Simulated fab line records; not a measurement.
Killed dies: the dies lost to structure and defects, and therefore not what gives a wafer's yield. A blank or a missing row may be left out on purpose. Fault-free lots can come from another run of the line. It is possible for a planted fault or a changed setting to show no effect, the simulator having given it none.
Which tool did it?	flow nand-harc	12 lots, 36 wafers sampled, at 6 steps of a route of 1159

WHAT THE GAUGES READ, wafer by wafer
NHARC_P_STI_INSPECT_11. Usual: raw-defect-count reads 6 (standard deviation 3.3).
lot	measured	on	raw-defect-count	flag
L841	day 2 07:34	defect-inspect-01	10 7 9	
L842	day 2 19:34	defect-inspect-01	3 6 5	
L843	day 2 19:23	defect-inspect-01	4 5 4	
L846	day 3 17:14	defect-inspect-01	3 4 7	
L847	day 4 00:37	defect-inspect-02	6 3 4	
L848	day 4 08:32	defect-inspect-01	2 10 2	
L849	day 4 08:41	defect-inspect-02	4 2 4	
L850	day 4 17:08	defect-inspect-01	5 5 8	
L859	day 7 00:24	defect-inspect-02	6 7 5	
L862	day 7 17:29	defect-inspect-01	15 13 29 17 14 32	OFF
L863	day 7 22:56	defect-inspect-01	8 7 9	
L864	day 8 04:58	defect-inspect-01	8 9 8	

NHARC_END_SORT_01. Usual: killed-at-array 25, standard deviation 7.8; killed-at-other 0.6, standard deviation 0.81; killed-at-periphery 3.3, standard deviation 2.2; killed-dies 29, standard deviation 8.2; killed-open 3.5, standard deviation 1.9; killed-short 1.8, standard deviation 1.3.
lot	measured	on	killed-at-array	killed-at-other	killed-at-periphery	killed-dies	killed-open	killed-short	flag
L862	day 26 14:13	prober-01	27 18 21	0 1 0	13 7 16	40 26 37	2 2 6	2 2 1	OFF

WHAT TOOL EACH LOT RAN ON (gives the tool, then ch and the chambers of the sampled wafers, and finally the start)
lot	NHARC_P_ZERO_WELL_ETCH_63	NHARC_P_ZERO_WELL_DESCUM_26	NHARC_P_STI_HM_DEP_30	NHARC_P_GATE_ETCH_104
L841	rie-si-04 ch 0,2, day 1 13:44	rie-diel-03 ch 0,2,3, day 1 14:48	lpcvd-01 ch 1, day 2 03:26	rie-diel-08 ch 0,2,3, day 4 10:13
L842	rie-si-01 ch 0,1,3, day 1 19:41	rie-diel-03 ch 0,2, day 1 20:47	lpcvd-01 ch 0, day 2 15:15	rie-diel-08 ch 0,2, day 5 01:30
L843	rie-si-01 ch 1,2,3, day 2 01:33	rie-diel-11 ch 1,2,3, day 2 02:38	lpcvd-01 ch 0, day 2 15:15	rie-diel-13 ch 0,1,3, day 5 02:04
L846	rie-si-01 ch 0,2,3, day 2 19:43	rie-diel-11 ch 1,2, day 2 20:46	lpcvd-02 ch 1, day 3 13:02	rie-diel-13 ch 0,2,3, day 5 16:30
L847	rie-si-04 ch 0,2,3, day 3 01:41	rie-diel-10 ch 1,2,3, day 3 02:46	lpcvd-02 ch 1, day 3 20:19	rie-diel-07 ch 1,2, day 6 04:34
L848	rie-si-01 ch 0,1,3, day 3 07:41	rie-diel-10 ch 0,2,3, day 3 08:46	lpcvd-02 ch 1, day 4 04:20	rie-diel-07 ch 1,2,3, day 6 12:25
L849	rie-si-04 ch 0,1,2, day 3 13:42	rie-diel-10 ch 0,2,3, day 3 14:47	lpcvd-02 ch 0, day 4 04:20	rie-diel-07 ch 1,2,3, day 6 12:40
L850	rie-si-04 ch 0,1,3, day 3 19:42	rie-diel-10 ch 1,2,3, day 3 20:48	lpcvd-02 ch 1, day 4 12:52	rie-diel-07 ch 1,2, day 7 00:37
L859	rie-si-05 ch 2,3, day 6 01:43	rie-diel-03 ch 1,2,3, day 6 02:51	lpcvd-01 ch 0, day 6 20:07	rie-diel-08 ch 0,1,3, day 9 04:44
L862	rie-si-05 ch 0,1,2, day 6 19:41	rie-diel-10 ch 1,2,3, day 6 20:47	lpcvd-01 ch 0, day 7 13:12	rie-diel-13 ch 1,3, day 10 04:16
L863	rie-si-05 ch 0,1,3, day 7 01:39	rie-diel-03 ch 0,1,2, day 7 02:38	lpcvd-02 ch 0, day 7 18:50	rie-diel-08 ch 1,3, day 10 04:55
L864	rie-si-04 ch 0,1,3, day 7 07:41	rie-diel-11 ch 0,2,3, day 7 08:40	lpcvd-02 ch 0, day 8 00:44	rie-diel-07 ch 1,2, day 10 05:03
- NHARC_P_ZERO_WELL_ETCH_63: etches the open film in HBr/Cl2, target depth 120 nm, time 40.1 s.
- NHARC_P_ZERO_WELL_DESCUM_26: chemistry O2, time 3 s.
- NHARC_P_STI_HM_DEP_30: deposits Si3N4, target thk 80 nm, time 873 s.
- NHARC_P_GATE_ETCH_104: etches the open film in CF4/CHF3, target depth 60 nm.

WHAT THE TOOLS THEMSELVES READ (means of the sampled wafers that have a number; where no wafer has one, the mark that the record gives instead)
NHARC_P_ZERO_WELL_ETCH_63. Usual: drypump-motor-current-A 5.8 A, standard deviation 0.59; oes-product-au 1.000 a.u., standard deviation 0.013; throttle-valve-pct 26.407 %, standard deviation 0.0093.
lot	tool	drypump-motor-current-A (A)	oes-product-au (a.u.)	throttle-valve-pct (%)	flag
L841	rie-si-04	5.9	0.992	26.405	
L842	rie-si-01	5.8	1.017	26.406	
L843	rie-si-01	5.5	1.004	26.404	
L846	rie-si-01	5.8	1.002	26.409	
L847	rie-si-04	5.7	1.002	26.401	
L848	rie-si-01	5.8	1.003	26.406	
L849	rie-si-04	5.9	1.003	26.395	
L850	rie-si-04	6.4	0.992	26.410	
L859	rie-si-05	5.2	0.990	26.405	
L862	rie-si-05	5.9	0.991	26.409	
L863	rie-si-05	5.7	0.995	26.399	
L864	rie-si-04	6.3	0.997	26.411	

NHARC_P_ZERO_WELL_DESCUM_26. Usual: drypump-motor-current-A 5.7 A, standard deviation 0.56; oes-product-au 0.999 a.u., standard deviation 0.012; rf-vpp-V 57.9 V, standard deviation 0.83; showerhead-plenum-p-Torr 1.94 Torr, standard deviation 0.083; throttle-valve-pct 11.312 %, standard deviation 0.0081.
lot	tool	drypump-motor-current-A (A)	oes-product-au (a.u.)	rf-vpp-V (V)	showerhead-plenum-p-Torr (Torr)	throttle-valve-pct (%)	flag
L841	rie-diel-03	5.8	1.013	57.2	1.97	11.317	
L842	rie-diel-03	5.4	1.000	57.7	2.00	11.304	
L843	rie-diel-11	6.3	0.997	58.1	1.97	11.309	
L846	rie-diel-11	6.0	1.002	58.0	1.98	11.318	
L847	rie-diel-10	5.3	0.989	58.2	1.91	11.308	
L848	rie-diel-10	5.4	0.997	57.5	1.91	11.313	
L849	rie-diel-10	5.4	1.002	57.9	1.91	11.313	
L850	rie-diel-10	5.3	0.996	58.3	1.92	11.310	
L859	rie-diel-03	5.9	1.002	57.6	1.89	11.321	
L862	rie-diel-10	5.3	0.988	57.4	1.91	11.314	
L863	rie-diel-03	5.7	1.015	57.5	1.95	11.311	
L864	rie-diel-11	6.0	0.995	58.1	1.99	11.316	

NHARC_P_GATE_ETCH_104. Usual: drypump-motor-current-A 5.7 A, standard deviation 0.33; oes-product-au 0.939 a.u., standard deviation 0.023; rf-vpp-V 370.4 V, standard deviation 2.5; showerhead-plenum-p-Torr 1.57 Torr, standard deviation 0.071; throttle-valve-pct 16.803 %, standard deviation 0.0097.
lot	tool	drypump-motor-current-A (A)	oes-product-au (a.u.)	rf-vpp-V (V)	showerhead-plenum-p-Torr (Torr)	throttle-valve-pct (%)	flag
L841	rie-diel-08	5.4	0.914	372.3	1.63	16.805	
L842	rie-diel-08	5.5	0.917	371.3	1.60	16.815	
L843	rie-diel-13	5.8	0.919	367.5	1.52	16.806	
L846	rie-diel-13	5.6	0.964	368.1	1.51	16.803	
L847	rie-diel-07	6.2	0.941	369.0	1.51	16.790	
L848	rie-diel-07	5.9	0.944	369.9	1.56	16.808	
L849	rie-diel-07	6.0	0.942	369.8	1.56	16.801	
L850	rie-diel-07	6.0	0.951	369.3	1.55	16.798	
L859	rie-diel-08	5.6	0.907	372.4	1.62	16.809	
L862	rie-diel-13	5.9	0.948	369.7	1.54	16.804	
L863	rie-diel-08	5.6	0.966	373.0	1.65	16.804	
L864	rie-diel-07	6.1	0.924	368.8	1.50	16.793	

THE ANSWER, worked out from the rows above alone
Rule: lot off if the mean of its wafers having a number is beyond 3 standard deviations from the usual mean. A lot without any number at a reading at which 4 lots or more have one is off too. Where the step has rows for the other lots, those lots are counted as sound. First the gauges in route order, then the tools' own readings, where a lot's mean is used as printed above. The first step at which some lot is off is used, and at that step the reading that is off furthest; a lot without a number counts as furthest.
Off, at NHARC_P_STI_INSPECT_11 on raw-defect-count: L862.
If a tool, at a process step before that reading, ran all the lots that are off and no sound lot after the first of them, it fits. The gauges at NHARC_P_STI_INSPECT_11 aren't tried: what is off there is off at NHARC_END_SORT_01 too, on other tools, and a gauge's error can't cause that. Undecided on this evidence; 2 tools fit (rie-diel-10 at NHARC_P_ZERO_WELL_DESCUM_26, lpcvd-01 at NHARC_P_STI_HM_DEP_30).

WHAT THE SIMULATOR PUT IN
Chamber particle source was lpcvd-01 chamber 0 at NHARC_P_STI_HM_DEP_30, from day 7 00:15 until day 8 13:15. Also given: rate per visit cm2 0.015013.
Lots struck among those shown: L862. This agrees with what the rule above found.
